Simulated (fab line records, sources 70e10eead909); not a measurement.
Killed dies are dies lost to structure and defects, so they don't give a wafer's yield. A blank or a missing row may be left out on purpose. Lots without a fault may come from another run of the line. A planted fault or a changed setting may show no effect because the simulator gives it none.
Which tool did it? | flow nand_harc | 24 lots, 72 wafers sampled, at 5 steps of a route of 1159

WHAT THE GAUGES READ, wafer by wafer
NHARC_P_M0_THK_MEAS_24: measures by xrf. Usual: thk_nm 117.7 nm, standard deviation 1.7.
lot  | measured     | on            | thk_nm (nm)       | flag
L074 | day 5 15:47  | film_metro-01 | 117.7 118.1 113.8 |
L076 | day 6 01:24  | film_metro-01 | 116.9 119.0 119.3 |
L075 | day 6 01:47  | film_metro-01 | 115.2 118.8 116.4 |
L078 | day 6 18:39  | film_metro-01 | 116.0 116.3 117.2 |
L077 | day 6 19:20  | film_metro-01 | 116.9 119.7 119.8 |
L079 | day 7 04:59  | film_metro-01 | 115.4 114.2 116.8 |
L081 | day 7 10:04  | film_metro-02 | 118.8 120.4 119.9 |
L080 | day 7 10:46  | film_metro-01 | 119.7 119.5 120.7 |
L083 | day 8 02:34  | film_metro-01 | 120.2 115.6 119.2 |
L082 | day 8 03:01  | film_metro-02 | 119.1 118.4 117.8 |
L084 | day 8 08:44  | film_metro-02 | 114.5 113.8 115.5 |
L086 | day 9 04:46  | film_metro-02 | 117.0 115.3 118.7 |
L088 | day 9 04:54  | film_metro-01 | 120.2 117.7 116.5 |
L087 | day 9 05:12  | film_metro-01 | 119.1 114.5 119.4 |
L085 | day 9 07:56  | film_metro-01 | 118.2 117.9 117.4 |
L089 | day 9 14:39  | film_metro-02 | 119.1 118.0 118.7 |
L092 | day 10 04:52 | film_metro-02 | 118.0 117.0 116.0 |
L090 | day 10 05:17 | film_metro-02 | 117.0 118.2 117.0 |
L091 | day 10 05:31 | film_metro-01 | 115.8 119.5 120.0 |
L093 | day 10 12:37 | film_metro-02 | 117.7 118.1 120.2 |
L094 | day 10 22:57 | film_metro-02 | 117.9 117.9 115.8 |
L097 | day 11 07:37 | film_metro-02 | 115.3 116.8 116.4 |
L095 | day 11 08:13 | film_metro-02 | 118.7 117.4 116.5 |
L096 | day 11 09:04 | film_metro-01 | 118.7 119.0 119.9 |

NHARC_P_M2_OVL_MEAS_10: pitch 340 nm. Usual: overlay_x_nm 0.0 nm, standard deviation 1; overlay_y_nm 0.1 nm, standard deviation 1.
lot  | measured     | on         | overlay_x_nm (nm) | overlay_y_nm (nm) | flag
L074 | day 5 21:28  | overlay-01 | 0.2 -0.2 -0.1     | 0.7 0.2 0.6       |
L076 | day 6 07:26  | overlay-02 | -0.6 -0.5 -0.9    | -0.7 0.0 0.1      |
L075 | day 6 07:47  | overlay-01 | -1.9 -1.5 -1.6    | 0.7 0.1 0.2       |
L078 | day 7 01:06  | overlay-01 | 2.5 1.7 1.4       | 0.9 0.4 0.1       |
L077 | day 7 01:22  | overlay-01 | 0.2 1.2 0.1       | 0.0 0.0 0.3       |
L079 | day 7 11:04  | overlay-02 | -0.7 -0.6 -0.2    | -0.7 -0.2 -0.7    |
L081 | day 7 16:39  | overlay-02 | 0.1 -0.7 0.2      | -0.5 -0.6 -0.3    |
L080 | day 7 16:55  | overlay-02 | 0.3 0.5 0.7       | 1.3 1.3 1.0       |
L083 | day 8 08:47  | overlay-02 | 0.7 0.8 0.8       | 1.8 1.6 2.6       |
L082 | day 8 08:56  | overlay-01 | -0.2 0.0 0.1      | 0.2 0.4 0.0       |
L084 | day 8 14:32  | overlay-02 | -0.5 -1.2 -0.8    | -1.9 -0.9 -0.9    |
L086 | day 9 10:43  | overlay-02 | 0.8 0.7 1.4       | -0.5 -0.9 -0.2    |
L088 | day 9 11:07  | overlay-01 | 1.0 0.6 1.2       | -1.0 -0.7 -1.2    |
L087 | day 9 11:45  | overlay-02 | 2.6 2.5 2.6       | 2.6 2.5 2.1       |
L085 | day 9 14:37  | overlay-01 | 0.0 0.3 -0.1      | -0.4 0.2 -0.9     |
L089 | day 9 20:44  | overlay-01 | 0.5 0.7 0.0       | 0.2 0.3 0.5       |
L092 | day 10 10:55 | overlay-02 | -0.4 -0.7 -1.4    | -0.4 -1.1 -0.3    |
L090 | day 10 11:09 | overlay-01 | -0.6 -0.5 -0.6    | 0.0 0.1 0.6       |
L091 | day 10 11:18 | overlay-02 | -0.4 0.2 -0.4     | 0.9 0.7 0.9       |
L093 | day 10 18:21 | overlay-01 | -0.3 -1.1 -0.7    | 1.5 1.2 1.4       |
L094 | day 11 04:45 | overlay-02 | 0.6 0.2 0.8       | 0.2 0.4 0.2       |
L097 | day 11 13:14 | overlay-01 | -2.1 -2.1 -1.6    | -0.5 -0.1 -0.4    |
L095 | day 11 14:18 | overlay-01 | 0.4 0.3 0.4       | -2.0 -1.9 -2.2    |
L096 | day 11 14:45 | overlay-02 | -1.0 -1.1 -0.8    | -0.4 -0.5 0.1     |

NHARC_P_M2_THK_MEAS_24: measures by xrf. Usual: thk_nm 144.3 nm, standard deviation 1.4.
lot  | measured     | on            | thk_nm (nm)       | flag
L074 | day 6 00:01  | film_metro-01 | 147.0 145.4 145.5 |
L076 | day 6 10:00  | film_metro-01 | 147.9 144.5 147.2 |
L075 | day 6 10:31  | film_metro-01 | 145.9 146.3 143.8 |
L078 | day 7 03:41  | film_metro-01 | 143.7 144.9 144.3 |
L077 | day 7 03:56  | film_metro-02 | 145.9 148.0 144.3 |
L079 | day 7 13:35  | film_metro-02 | 144.8 145.5 145.8 |
L081 | day 7 19:16  | film_metro-02 | 143.7 145.3 143.1 |
L080 | day 7 19:56  | film_metro-02 | 144.9 144.0 142.4 |
L083 | day 8 11:20  | film_metro-02 | 142.3 143.4 144.2 |
L082 | day 8 11:38  | film_metro-01 | 143.9 146.4 145.5 |
L084 | day 8 17:05  | film_metro-02 | 146.5 141.5 144.6 |
L086 | day 9 13:18  | film_metro-02 | 144.4 143.6 143.1 |
L088 | day 9 14:01  | film_metro-01 | 144.6 143.4 142.7 |
L087 | day 9 14:48  | film_metro-02 | 143.8 143.0 144.6 |
L085 | day 9 17:10  | film_metro-02 | 144.6 142.6 142.0 |
L089 | day 9 23:17  | film_metro-01 | 144.5 141.0 144.5 |
L092 | day 10 13:26 | film_metro-01 | 143.9 145.7 143.8 |
L090 | day 10 13:49 | film_metro-01 | 145.2 143.2 145.2 |
L091 | day 10 14:13 | film_metro-01 | 143.3 144.1 144.6 |
L093 | day 10 21:07 | film_metro-01 | 141.7 144.7 143.2 |
L094 | day 11 07:16 | film_metro-01 | 144.9 145.4 143.9 |
L097 | day 11 15:47 | film_metro-01 | 143.5 143.9 144.2 |
L095 | day 11 16:49 | film_metro-02 | 143.3 142.3 144.1 |
L096 | day 11 17:24 | film_metro-02 | 143.4 142.7 140.7 |

WHICH TOOL RAN EACH LOT (tool, then ch and the chambers of the sampled wafers, then the start)
lot  | NHARC_P_M1_PVD_20                       | NHARC_P_M2_ETCH_28
L074 | pvd_sputter-03, day 5 21:28 or earlier  | rie_diel-03 ch 0,1,3, day 6 00:01 or earlier
L076 | pvd_sputter-03, day 6 07:26 or earlier  | rie_diel-03 ch 0,2, day 6 10:00 or earlier
L075 | pvd_sputter-02, day 6 07:47 or earlier  | rie_diel-03 ch 2,3, day 6 10:31 or earlier
L078 | pvd_sputter-02, day 7 01:06 or earlier  | rie_diel-05 ch 0,2,3, day 7 03:41 or earlier
L077 | pvd_sputter-03, day 7 01:22 or earlier  | rie_diel-02 ch 0,1,2, day 7 03:56 or earlier
L079 | pvd_sputter-02, day 7 11:04 or earlier  | rie_diel-03 ch 0,1,3, day 7 13:35 or earlier
L081 | pvd_sputter-03, day 7 16:39 or earlier  | rie_diel-03 ch 0,1,3, day 7 19:16 or earlier
L080 | pvd_sputter-02, day 7 16:55 or earlier  | rie_diel-05 ch 2,3, day 7 19:56 or earlier
L083 | pvd_sputter-03, day 8 08:47 or earlier  | rie_diel-03 ch 1,3, day 8 11:20 or earlier
L082 | pvd_sputter-02, day 8 08:56 or earlier  | rie_diel-02 ch 0,2,3, day 8 11:38 or earlier
L084 | pvd_sputter-03, day 8 14:32 or earlier  | rie_diel-03 ch 2,3, day 8 17:05 or earlier
L086 | pvd_sputter-02, day 9 10:43 or earlier  | rie_diel-05 ch 1,2, day 9 13:18 or earlier
L088 | pvd_sputter-02, day 9 11:07 or earlier  | rie_diel-03 ch 2,3, day 9 14:01 or earlier
L087 | pvd_sputter-01, day 9 11:45 or earlier  | rie_diel-03 ch 2,3, day 9 14:48 or earlier
L085 | pvd_sputter-02, day 9 14:37 or earlier  | rie_diel-03 ch 0,1, day 9 17:10 or earlier
L089 | pvd_sputter-03, day 9 20:44 or earlier  | rie_diel-05 ch 0,1, day 9 23:17 or earlier
L092 | pvd_sputter-03, day 10 10:55 or earlier | rie_diel-03 ch 0,1, day 10 13:26 or earlier
L090 | pvd_sputter-01, day 10 11:09 or earlier | rie_diel-03 ch 1,2,3, day 10 13:49 or earlier
L091 | pvd_sputter-03, day 10 11:18 or earlier | rie_diel-02 ch 0,1,2, day 10 14:13 or earlier
L093 | pvd_sputter-01, day 10 18:21 or earlier | rie_diel-05 ch 0,1,3, day 10 21:07 or earlier
L094 | pvd_sputter-01, day 11 04:45 or earlier | rie_diel-05 ch 0,1,2, day 11 07:16 or earlier
L097 | pvd_sputter-02, day 11 13:14 or earlier | rie_diel-03 ch 0,2,3, day 11 15:47 or earlier
L095 | pvd_sputter-03, day 11 14:18 or earlier | rie_diel-05 ch 2,3, day 11 16:49 or earlier
L096 | pvd_sputter-01, day 11 14:45 or earlier | rie_diel-05 ch 0,2,3, day 11 17:24 or earlier
- NHARC_P_M1_PVD_20: deposits TaN, target thk 5 nm, time 8.06 s.
- NHARC_P_M2_ETCH_28: etches the open film in CF4/N2, target depth 30 nm, time 72.99 s.

WHAT THE TOOLS THEMSELVES READ (means of the sampled wafers that have a number; where no wafer has one, the mark that the record gives instead)
NHARC_P_M1_PVD_20. Usual: throttle_valve_pct 29.6 %, standard deviation 0.89.
lot  | tool           | throttle_valve_pct (%) | flag
L074 | pvd_sputter-03 | 29.4                   |
L076 | pvd_sputter-03 | 30.2                   |
L075 | pvd_sputter-02 | 29.3                   |
L078 | pvd_sputter-02 | 29.4                   |
L077 | pvd_sputter-03 | 29.3                   |
L079 | pvd_sputter-02 | 29.5                   |
L081 | pvd_sputter-03 | 30.1                   |
L080 | pvd_sputter-02 | 29.4                   |
L083 | pvd_sputter-03 | 30.0                   |
L082 | pvd_sputter-02 | 29.4                   |
L084 | pvd_sputter-03 | 29.3                   |
L086 | pvd_sputter-02 | 29.6                   |
L088 | pvd_sputter-02 | 29.6                   |
L087 | pvd_sputter-01 | 30.6                   |
L085 | pvd_sputter-02 | 29.4                   |
L089 | pvd_sputter-03 | 28.4                   |
L092 | pvd_sputter-03 | 28.5                   |
L090 | pvd_sputter-01 | 29.8                   |
L091 | pvd_sputter-03 | 29.4                   |
L093 | pvd_sputter-01 | 29.5                   |
L094 | pvd_sputter-01 | 29.8                   |
L097 | pvd_sputter-02 | 30.5                   |
L095 | pvd_sputter-03 | 29.3                   |
L096 | pvd_sputter-01 | 30.5                   |

NHARC_P_M2_ETCH_28. Usual: drypump_motor_current_A 5.7 A, standard deviation 0.45; oes_product_au 0.999 a.u., standard deviation 0.0097; rf_vpp_V 313.7 V, standard deviation 2; showerhead_plenum_p_Torr 2.60 Torr, standard deviation 0.11; throttle_valve_pct 19.794 %, standard deviation 0.009.
lot  | tool        | drypump_motor_current_A (A) | oes_product_au (a.u.) | rf_vpp_V (V) | showerhead_plenum_p_Torr (Torr) | throttle_valve_pct (%) | flag
L074 | rie_diel-03 | 5.4                         | 1.011                 | 314.9        | 2.67                            | 19.790                 |
L076 | rie_diel-03 | 5.3                         | 0.995                 | 312.7        | 2.52                            | 19.798                 |
L075 | rie_diel-03 | 5.6                         | 1.006                 | 314.3        | 2.64                            | 19.788                 |
L078 | rie_diel-05 | 6.1                         | 0.983                 | 312.8        | 2.58                            | 19.796                 |
L077 | rie_diel-02 | 5.9                         | 1.008                 | 313.2        | 2.63                            | 19.802                 |
L079 | rie_diel-03 | 5.4                         | 1.010                 | 314.9        | 2.67                            | 19.803                 |
L081 | rie_diel-03 | 5.4                         | 1.014                 | 314.2        | 2.67                            | 19.802                 |
L080 | rie_diel-05 | 6.3                         | 0.985                 | 313.5        | 2.59                            | 19.796                 |
L083 | rie_diel-03 | 5.6                         | 0.999                 | 315.0        | 2.72                            | 19.794                 |
L082 | rie_diel-02 | 5.9                         | 1.003                 | 314.4        | 2.65                            | 19.792                 |
L084 | rie_diel-03 | 5.5                         | 0.996                 | 312.6        | 2.57                            | 19.790                 |
L086 | rie_diel-05 | 6.2                         | 0.994                 | 312.6        | 2.50                            | 19.798                 |
L088 | rie_diel-03 | 5.7                         | 0.998                 | 314.2        | 2.64                            | 19.797                 |
L087 | rie_diel-03 | 5.5                         | 0.994                 | 313.4        | 2.57                            | 19.793                 |
L085 | rie_diel-03 | 5.2                         | 1.003                 | 314.5        | 2.62                            | 19.784                 |
L089 | rie_diel-05 | 5.6                         | 1.002                 | 311.8        | 2.48                            | 19.783                 |
L092 | rie_diel-03 | 5.2                         | 1.005                 | 314.2        | 2.62                            | 19.799                 |
L090 | rie_diel-03 | 5.6                         | 0.997                 | 314.1        | 2.65                            | 19.793                 |
L091 | rie_diel-02 | 5.9                         | 0.999                 | 314.5        | 2.62                            | 19.790                 |
L093 | rie_diel-05 | 5.6                         | 0.999                 | 312.9        | 2.56                            | 19.806                 |
L094 | rie_diel-05 | 5.9                         | 1.001                 | 311.9        | 2.49                            | 19.788                 |
L097 | rie_diel-03 | 5.4                         | 0.996                 | 312.6        | 2.59                            | 19.798                 |
L095 | rie_diel-05 | 6.3                         | 0.998                 | 313.4        | 2.59                            | 19.791                 |
L096 | rie_diel-05 | 6.1                         | 0.989                 | 313.7        | 2.57                            | 19.793                 |

THE ANSWER, worked out from the rows above alone
Rule: a lot is off if the mean of its wafers that have a number lies more than 3 standard deviations from the usual mean. A lot without any number at a reading at which 4 lots or more have one is off too. The other lots that the step has rows for count as sound. The gauges are gone through in route order, then the tools' own readings, and for those a lot's mean is taken as printed above. The first step at which some lot is off is used, and at that step the reading that is off furthest; a lot without a number counts as furthest.
No lot is off at any reading shown: from this, nothing can be told.

WHAT THE SIMULATOR HAD PUT IN
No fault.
